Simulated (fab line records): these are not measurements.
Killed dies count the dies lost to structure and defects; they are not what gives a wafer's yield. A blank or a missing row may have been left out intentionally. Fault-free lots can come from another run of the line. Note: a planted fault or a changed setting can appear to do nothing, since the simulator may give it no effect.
Which tool is to blame?    flow n5_finfet    24 wafers from 8 lots sampled at 6 of the route's 1938 steps

## WHAT THE GAUGES SHOWED, per wafer
N5_BEOL_M1_OCD_MEAS_38.
lot   measured      on      trench_depth_nm (nm)
L749  day 6 18:59   ocd-02  53.8 54.8 54.0
L753  day 8 02:03   ocd-02  54.4 55.7 55.1
L755  day 9 06:44   ocd-02  54.5 54.2 56.2
L756  day 9 11:28   ocd-01  54.3 55.5 55.8
L765  day 11 03:19  ocd-01  53.4 55.1 40.3
L767  day 11 23:28  ocd-01  47.4 55.8 53.8
L768  day 12 04:19  ocd-02  55.2 56.7 55.1
L769  day 12 04:35  ocd-01  56.5 56.1 55.1

N5_BEOL_M4_RC_MEAS_101.
lot   measured      on         DIBL_N (mV/V)   DIBL_P (mV/V)   IOFF_N (nA/um)  IOFF_P (nA/um)  ION_N (uA/um)  ION_P (uA/um)  SS_N (mV/dec)   SS_P (mV/dec)   VT_N (mV)    VT_P (mV)
L749  day 8 07:13   prober-02  36.6 39.1 39.0  37.7 41.7 41.1  0.20 0.27 0.27  0.26 0.34 0.34  688 713 696    468 482 476    72.1 71.7 72.7  73.4 74.9 74.9  243 240 240  -246 -244 -243
L753  day 9 19:28   prober-02  37.3 37.1 36.5  37.1 38.6 36.5  0.18 0.19 0.16  0.24 0.27 0.22  676 691 682    468 477 463    71.6 71.7 71.3  72.4 73.7 72.6  249 246 250  -248 -247 -250
L755  day 10 17:28  prober-01  38.1 37.1 38.6  38.7 37.4 39.1  0.19 0.17 0.19  0.24 0.22 0.25  695 678 681    468 464 466    72.1 72.0 72.6  73.9 73.7 74.6  248 250 245  -246 -250 -246
L756  day 10 21:37  prober-01  36.3 38.6 37.6  36.0 38.3 36.5  0.15 0.20 0.17  0.20 0.24 0.21  673 670 671    459 456 462    71.0 71.4 72.3  73.7 74.2 73.1  253 248 248  -253 -251 -250
L765  day 12 23:57  prober-01  35.2 37.4 36.4  34.0 36.2 34.2  0.13 0.18 0.15  0.18 0.22 0.19  668 685 661    460 467 455    71.4 71.3 70.8  72.7 72.8 73.1  250 245 249  -253 -251 -252
L767  day 13 14:12  prober-01  37.8 36.2 37.1  37.2 34.0 34.9  0.16 0.12 0.15  0.25 0.19 0.21  669 673 675    459 462 470    71.8 71.5 70.9  73.6 72.6 72.3  247 255 249  -247 -251 -249
L768  day 13 15:37  prober-02  37.0 34.4 37.7  36.1 33.8 37.8  0.16 0.12 0.18  0.21 0.17 0.24  668 666 678    459 457 459    71.3 71.0 71.8  72.9 71.9 73.3  251 255 247  -250 -253 -249
L769  day 13 17:47  prober-01  34.9 35.1 34.1  36.8 35.5 35.1  0.15 0.14 0.13  0.17 0.16 0.16  665 672 666    450 451 454    70.6 71.4 71.0  73.9 73.2 73.1  252 252 255  -257 -259 -258

## WHICH TOOL RAN EACH LOT (tool, then ch and the chambers of the sampled wafers, then the start)
lot   N5_BEOL_M1_HM_DEP_02          N5_BEOL_M1_VIA_ETCH_34              N5_BEOL_M1_STRIP_97                            N5_BEOL_M1_SURFACE_TREAT_85
L749  pvd_sputter-01, day 6 16:35   rie_diel-05 ch 2,3, day 6 18:44     rie_diel-05 ch 2,3, day 6 18:59 or earlier     pvd_sputter-01, day 6 21:17
L753  pvd_sputter-02, day 7 23:14   rie_diel-02 ch 0,2,3, day 8 01:47   rie_diel-02 ch 0,2,3, day 8 02:03 or earlier   pvd_sputter-01, day 8 03:17
L755  pvd_sputter-02, day 8 13:52   rie_diel-02 ch 0,1,3, day 9 06:28   rie_diel-02 ch 0,1,3, day 9 06:44 or earlier   pvd_sputter-03, day 9 08:11
L756  pvd_sputter-02, day 8 16:23   rie_diel-02 ch 1,2,3, day 9 11:13   rie_diel-02 ch 1,2,3, day 9 11:28 or earlier   pvd_sputter-02, day 9 13:05
L765  pvd_sputter-02, day 10 20:55  rie_diel-06 ch 0,1,3, day 11 03:04  rie_diel-06 ch 0,1,3, day 11 03:19 or earlier  pvd_sputter-01, day 11 04:22
L767  pvd_sputter-02, day 11 03:28  rie_diel-06 ch 1,2,3, day 11 23:13  rie_diel-06 ch 1,2,3, day 11 23:28 or earlier  pvd_sputter-02, day 12 00:40
L768  pvd_sputter-03, day 11 18:31  rie_diel-05 ch 0,2,3, day 12 04:03  rie_diel-05 ch 0,2,3, day 12 04:19 or earlier  pvd_sputter-02, day 12 05:11
L769  pvd_sputter-01, day 11 23:39  rie_diel-02 ch 1,2, day 12 04:19    rie_diel-02 ch 1,2, day 12 04:35 or earlier    pvd_sputter-03, day 12 05:52
- N5_BEOL_M1_HM_DEP_02: deposits TiN, target thk 20 nm.
- N5_BEOL_M1_VIA_ETCH_34: etches the open film in C4F6/O2, target depth 67.8 nm, time 64.4 s.
- N5_BEOL_M1_STRIP_97: strips in N2/H2, time 10 s.
- N5_BEOL_M1_SURFACE_TREAT_85

## AS READ BY THE TOOLS THEMSELVES (means over the sampled wafers that have a number; for cases with no such wafer, the mark the record gives instead)
N5_BEOL_M1_HM_DEP_02.
lot   tool            chamber_pressure_pa (Pa)  throttle_valve_pct (%)
L749  pvd_sputter-01  0.4997                    30.9
L753  pvd_sputter-02  0.4997                    29.6
L755  pvd_sputter-02  0.4992                    29.7
L756  pvd_sputter-02  0.5002                    31.1
L765  pvd_sputter-02  0.4999                    30.2
L767  pvd_sputter-02  0.4999                    29.8
L768  pvd_sputter-03  0.5006                    30.4
L769  pvd_sputter-01  0.4983                    31.0

N5_BEOL_M1_VIA_ETCH_34.
lot   tool         bias_w (W)  chamber_pressure_mTorr (mTorr)  drypump_motor_current_A (A)  oes_ar_750_au (a.u.)  oes_product_au (a.u.)  rf_vpp_V (V)  showerhead_plenum_p_Torr (Torr)  throttle_valve_pct (%)
L749  rie_diel-05  170.1       14.995                          5.2                          0.74                  0.74                   668           2.96                             31.15
L753  rie_diel-02  169.6       15.001                          5.2                          0.82                  0.82                   669           2.98                             30.83
L755  rie_diel-02  170.2       14.995                          5.5                          0.83                  0.83                   663           2.96                             30.92
L756  rie_diel-02  169.8       15.000                          5.4                          0.88                  0.90                   674           3.00                             30.88
L765  rie_diel-06  170.7       15.004                          6.1                          0.77                  0.71                   671           2.87                             30.48
L767  rie_diel-06  169.7       14.993                          6.3                          0.82                  0.78                   668           2.89                             30.42
L768  rie_diel-05  170.0       14.996                          5.6                          0.72                  0.71                   669           2.85                             30.95
L769  rie_diel-02  169.8       14.991                          5.2                          0.90                  0.92                   682           3.02                             30.81

N5_BEOL_M1_STRIP_97.
lot   tool         chamber_pressure_mTorr (mTorr)  drypump_motor_current_A (A)  oes_product_au (a.u.)  rf_vpp_V (V)  showerhead_plenum_p_Torr (Torr)  temp_c (C)  throttle_valve_pct (%)
L749  rie_diel-05  19.989                          5.2                          0.73                   59.3          2.65                             40.08       24.3
L753  rie_diel-02  19.971                          5.2                          0.82                   60.3          2.66                             39.98       23.5
L755  rie_diel-02  20.004                          5.5                          0.83                   59.9          2.66                             39.89       24.0
L756  rie_diel-02  20.002                          5.4                          0.90                   59.4          2.69                             39.96       23.8
L765  rie_diel-06  19.995                          6.1                          0.77                   58.8          2.58                             40.09       23.5
L767  rie_diel-06  20.006                          6.3                          0.82                   59.6          2.60                             40.09       23.6
L768  rie_diel-05  19.996                          5.6                          0.70                   59.1          2.56                             40.00       24.1
L769  rie_diel-02  20.009                          5.2                          0.93                   60.4          2.70                             39.92       23.5

## THE ANSWER, worked out from the rows above alone
Rule: usual is defined by the lots themselves. The widest of any qualifying gaps counts: lots, ordered by their means at a reading, are off when they make up no more than a third of the lots, leave a main group of 4 or more, and stand apart from it by 3 or more times the standard deviation of that group's means. If all means in a main group match to the digits the tables above print for the reading, that group is not used. A lot without any number at a reading at which 4 lots or more have one is off too. Where the step has rows for the other lots, those lots are counted as sound. After the gauges, taken in route order, come the tools' own readings; for these a lot's mean is taken, as printed above. The first step at which some lot is off is used, and at that step the reading that is off furthest; a lot without a number counts as furthest.
Off, at N5_BEOL_M1_OCD_MEAS_38 on trench_depth_nm: L765, L767. Main group: mean 55.2 nm, sd 0.54.
A tool fits if, at a process step before that reading, it ran every lot that is off, and no sound lot after the first of them. The gauges at N5_BEOL_M1_OCD_MEAS_38 aren't tried: what is off there is off at N5_BEOL_M1_VIA_ETCH_34 too, on other tools, and a gauge's error can't cause that. Because N5_BEOL_M1_STRIP_97 lacks a start for some lots, the hours and order of its lots are taken from N5_BEOL_M1_OCD_MEAS_38. Can't be told from this: 2 tools fit, pvd_sputter-02 at N5_BEOL_M1_HM_DEP_02, rie_diel-06 at N5_BEOL_M1_VIA_ETCH_34 and N5_BEOL_M1_STRIP_97.

## WHAT THE SIMULATOR HAD PUT IN
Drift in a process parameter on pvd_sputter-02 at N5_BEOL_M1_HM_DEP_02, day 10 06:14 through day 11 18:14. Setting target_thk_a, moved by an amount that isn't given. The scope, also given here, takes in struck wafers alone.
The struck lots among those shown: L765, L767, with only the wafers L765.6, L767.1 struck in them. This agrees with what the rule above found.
